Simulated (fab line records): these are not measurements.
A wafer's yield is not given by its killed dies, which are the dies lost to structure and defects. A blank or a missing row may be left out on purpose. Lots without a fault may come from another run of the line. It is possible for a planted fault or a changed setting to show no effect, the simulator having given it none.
Split-lot study | flow n5_finfet | 21 wafers read across 7 lots, on a route 1938 steps long

== THE SPLIT ==
At N5_BEOL_M3_COAT_76 (time 60 s, resist thk 5 nm), the setting spin_rpm was moved away from the recipe's 1500 rpm on 9 of the 21 wafers read, by -10.6% to +6.8%. This setting was run at the recipe's value on the other wafers.

== FROM THE SPLIT TO THE READING: what the file shows between them, 7 steps ==
- N5_BEOL_M3_COAT_22: resist thk 30 nm (also split here: spin_rpm)
- N5_BEOL_M3_EBR_24
- N5_BEOL_M3_SOFTBAKE_23: time 60 s
- N5_BEOL_M3_EXPOSE_25: exposes mask V2, defocus 5 nm
- N5_BEOL_M3_PEB_26: peb time 60 s
- N5_BEOL_M3_DEVELOP_27: develop time 30 s
- N5_BEOL_M3_DESCUM_33: chemistry O2, time 7 s

== THE READING ==
etch.depth_nm (the simulator's own value, which no gauge read), in nm, at N5_BEOL_M3_ETCH_77 (etches underlayer in N2/H2, target depth 6.5 nm, time 5.2 s). The file gives no usual value for it. The 12 wafers here that ran the recipe average 4.999 nm, standard deviation 0.015 nm.

wafer  | tool, chamber at the split | spin_rpm as run, rpm | against the recipe | etch.depth_nm, nm | against lot-mates on the recipe
L081.2 | litho_track-05, 0          | 1602                 | +6.8%              | 4.83              | no lot-mate on the recipe
L081.3 | litho_track-05, 0          | 1602                 | +6.8%              | 4.835             | no lot-mate on the recipe
L081.4 | litho_track-05, 0          | 1602                 | +6.8%              | 4.814             | no lot-mate on the recipe
L082.1 | litho_track-05, 0          | 1341                 | -10.6%             | 5.277             | +0.275
L082.4 | litho_track-05, 0          | 1341                 | -10.6%             | 5.272             | +0.270
L082.5 | litho_track-05, 0          | 1500                 | recipe             | 5.002             | -
L083.1 | litho_track-05, 0          | 1500                 | recipe             | 4.987             | -
L083.4 | litho_track-05, 0          | 1500                 | recipe             | 4.982             | -
L083.6 | litho_track-05, 0          | 1500                 | recipe             | 4.982             | -
L089.2 | litho_track-02, 0          | 1500                 | recipe             | 5.025             | -
L089.3 | litho_track-02, 0          | 1500                 | recipe             | 5.018             | -
L089.6 | litho_track-02, 0          | 1500                 | recipe             | 5.013             | -
L092.4 | litho_track-05, 0          | 1590                 | +6.0%              | 4.848             | -0.159
L092.5 | litho_track-05, 0          | 1500                 | recipe             | 5.007             | -
L092.6 | litho_track-05, 0          | 1590                 | +6.0%              | 4.854             | -0.153
L094.2 | litho_track-03, 0          | 1441                 | -3.9%              | 5.123             | +0.113
L094.4 | litho_track-03, 0          | 1441                 | -3.9%              | 5.12              | +0.110
L094.6 | litho_track-03, 0          | 1500                 | recipe             | 5.01              | -
L093.1 | litho_track-03, 0          | 1500                 | recipe             | 4.989             | -
L093.3 | litho_track-03, 0          | 1500                 | recipe             | 4.996             | -
L093.5 | litho_track-03, 0          | 1500                 | recipe             | 4.98              | -

THE FIT
A straight line over all 21 wafers: etch.depth_nm changes by -0.026 nm for each +1% of spin_rpm; r = -0.99; the points scatter about the line by 0.014 nm.
The same after taking each lot's own level away (the mean of its wafers on the recipe; 18 wafers): -0.026 nm for each +1%; r = -1.00; scatter 0.0052 nm.
Per that fit: largest spin_rpm move, reading shift of 0.28 nm.
Across the lots, their own levels run from 4.9837 to 5.0187 nm, a range of 2.4 times the standard deviation given above.
So the lot-to-lot level changes the slope little: the two slopes agree.
Check: for one of the wafers moved furthest among these (-10.6%), held out of the fit, the line's prediction against its lot-mates is +0.277 nm. Against them it came out at +0.275 nm.

== OTHER SPLITS APPLIED TO THESE WAFERS ==
These wafers also went through other splits before the reading. Each is held against what the fit with the lots' levels taken away leaves over:
other split on the same wafers       | wafers away from the commonest value | r with etch.depth_nm (lot level and that fit taken away)
N5_MOL_CONTACT_COAG_COAT_76 spin_rpm | 8                                    | -0.11
N5_MOL_CONTACT_COAG_COAT_63 spin_rpm | 7                                    | +0.03
N5_BEOL_M0_SAQP_ETCH_107 bias_w      | 6                                    | -0.23
N5_BEOL_M1_ETCH_64 bias_w            | 8                                    | +0.04
N5_BEOL_M1_COAT_22 spin_rpm          | 6                                    | +0.08
N5_BEOL_M2_COAT_22 spin_rpm          | 10                                   | -0.36
N5_BEOL_M3_COAT_22 spin_rpm          | 4                                    | +0.12

== THE FILE'S OWN FIT ==
etch.depth_nm changes by -0.0261 nm for each +1% of spin_rpm, r = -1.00.
